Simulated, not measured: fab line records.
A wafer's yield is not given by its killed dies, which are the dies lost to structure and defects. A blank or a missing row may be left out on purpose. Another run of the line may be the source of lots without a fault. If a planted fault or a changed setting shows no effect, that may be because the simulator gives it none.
Chamber matching / flow n5-finfet / N5_FIN_SAQP_ETCH_69 on rie-diel-05: 4 sister chambers
The step etches SOC in N2/H2, stops on SiNx, target depth 150 nm. 20 wafers are shown with their chamber, then 10 later ones without.

== EACH WAFER AND ITS CHAMBER ==
wafer=L075.3; chamber=3; throttle-valve-pct (%)=17.74; showerhead-plenum-p-Torr (Torr)=2.59; oes-product-au (a.u.)=0.84
wafer=L075.4; chamber=1; throttle-valve-pct (%)=17.68; showerhead-plenum-p-Torr (Torr)=2.54; oes-product-au (a.u.)=0.79
wafer=L075.5; chamber=1; throttle-valve-pct (%)=17.69; showerhead-plenum-p-Torr (Torr)=2.54; oes-product-au (a.u.)=0.79
wafer=L077.2; chamber=0; throttle-valve-pct (%)=18.01; showerhead-plenum-p-Torr (Torr)=2.59; oes-product-au (a.u.)=0.85
wafer=L077.4; chamber=1; throttle-valve-pct (%)=17.71; showerhead-plenum-p-Torr (Torr)=2.54; oes-product-au (a.u.)=0.78
wafer=L077.5; chamber=3; throttle-valve-pct (%)=17.75; showerhead-plenum-p-Torr (Torr)=2.59; oes-product-au (a.u.)=0.83
wafer=L082.1; chamber=1; throttle-valve-pct (%)=17.74; showerhead-plenum-p-Torr (Torr)=2.54; oes-product-au (a.u.)=0.77
wafer=L082.2; chamber=3; throttle-valve-pct (%)=17.77; showerhead-plenum-p-Torr (Torr)=2.58; oes-product-au (a.u.)=0.81
wafer=L082.4; chamber=0; throttle-valve-pct (%)=18.05; showerhead-plenum-p-Torr (Torr)=2.59; oes-product-au (a.u.)=0.84
wafer=L083.1; chamber=1; throttle-valve-pct (%)=17.71; showerhead-plenum-p-Torr (Torr)=2.53; oes-product-au (a.u.)=0.76
wafer=L083.2; chamber=3; throttle-valve-pct (%)=17.78; showerhead-plenum-p-Torr (Torr)=2.58; oes-product-au (a.u.)=0.82
wafer=L083.5; chamber=3; throttle-valve-pct (%)=17.77; showerhead-plenum-p-Torr (Torr)=2.58; oes-product-au (a.u.)=0.82
wafer=L085.3; chamber=0; throttle-valve-pct (%)=18.06; showerhead-plenum-p-Torr (Torr)=2.58; oes-product-au (a.u.)=0.83
wafer=L085.5; chamber=1; throttle-valve-pct (%)=17.73; showerhead-plenum-p-Torr (Torr)=2.53; oes-product-au (a.u.)=0.76
wafer=L085.6; chamber=0; throttle-valve-pct (%)=18.07; showerhead-plenum-p-Torr (Torr)=2.58; oes-product-au (a.u.)=0.83
wafer=L086.1; chamber=1; throttle-valve-pct (%)=17.74; showerhead-plenum-p-Torr (Torr)=2.53; oes-product-au (a.u.)=0.76
wafer=L086.4; chamber=0; throttle-valve-pct (%)=18.07; showerhead-plenum-p-Torr (Torr)=2.58; oes-product-au (a.u.)=0.83
wafer=L086.5; chamber=0; throttle-valve-pct (%)=18.07; showerhead-plenum-p-Torr (Torr)=2.58; oes-product-au (a.u.)=0.83
wafer=L089.2; chamber=1; throttle-valve-pct (%)=17.75; showerhead-plenum-p-Torr (Torr)=2.53; oes-product-au (a.u.)=0.75
wafer=L089.4; chamber=2; throttle-valve-pct (%)=17.62; showerhead-plenum-p-Torr (Torr)=2.58; oes-product-au (a.u.)=0.87

SIGNATURES (means of the wafers above)
reading=throttle-valve-pct; chamber 0=18.0550; chamber 1=17.7188; chamber 2=17.6200; chamber 3=17.7620; scatter within a chamber=0.0228
reading=showerhead-plenum-p-Torr; chamber 0=2.5833; chamber 1=2.5350; chamber 2=2.5800; chamber 3=2.5840; scatter within a chamber=0.00532
reading=oes-product-au; chamber 0=0.8350; chamber 1=0.7700; chamber 2=0.8700; chamber 3=0.8240; scatter within a chamber=0.0124
Rule: distance of a wafer from a chamber = root of the sum over the readings of ((wafer's reading minus chamber's mean) / reading's scatter) squared. The wafer belongs to the nearest chamber; if the next one is less than 2 further off, it can't be placed. The scatter: take each reading less its chamber's mean, square it, sum over the shown wafers, divide by the number of wafers less the number of chambers, and take the root.

== WAFERS MISSING THEIR CHAMBER ==
wafer=L089.5; throttle-valve-pct (%)=18.07; showerhead-plenum-p-Torr (Torr)=2.58; oes-product-au (a.u.)=0.82
wafer=L091.1; throttle-valve-pct (%)=18.09; showerhead-plenum-p-Torr (Torr)=2.58; oes-product-au (a.u.)=0.81
wafer=L091.2; throttle-valve-pct (%)=17.64; showerhead-plenum-p-Torr (Torr)=2.58; oes-product-au (a.u.)=0.87
wafer=L091.4; throttle-valve-pct (%)=17.80; showerhead-plenum-p-Torr (Torr)=2.57; oes-product-au (a.u.)=0.80
wafer=L094.2; throttle-valve-pct (%)=17.82; showerhead-plenum-p-Torr (Torr)=2.57; oes-product-au (a.u.)=0.79
wafer=L094.4; throttle-valve-pct (%)=17.66; showerhead-plenum-p-Torr (Torr)=2.58; oes-product-au (a.u.)=0.86
wafer=L094.5; throttle-valve-pct (%)=18.09; showerhead-plenum-p-Torr (Torr)=2.57; oes-product-au (a.u.)=0.82
wafer=L095.1; throttle-valve-pct (%)=18.12; showerhead-plenum-p-Torr (Torr)=2.57; oes-product-au (a.u.)=0.81
wafer=L095.3; throttle-valve-pct (%)=17.76; showerhead-plenum-p-Torr (Torr)=2.52; oes-product-au (a.u.)=0.74
wafer=L095.6; throttle-valve-pct (%)=17.76; showerhead-plenum-p-Torr (Torr)=2.52; oes-product-au (a.u.)=0.75

== WHICH CHAMBER EACH ONE RAN IN ==
wafer=L089.5; from the rows above=0; in truth=0
wafer=L091.1; from the rows above=0; in truth=0
wafer=L091.2; from the rows above=2; in truth=2
wafer=L091.4; from the rows above=3; in truth=3
wafer=L094.2; from the rows above=3; in truth=3
wafer=L094.4; from the rows above=2; in truth=2
wafer=L094.5; from the rows above=0; in truth=0
wafer=L095.1; from the rows above=0; in truth=0
wafer=L095.3; from the rows above=1; in truth=1
wafer=L095.6; from the rows above=1; in truth=1
Correctly placed: 10 of 10. Not placeable from these rows: 0. Wrongly placed: 0.
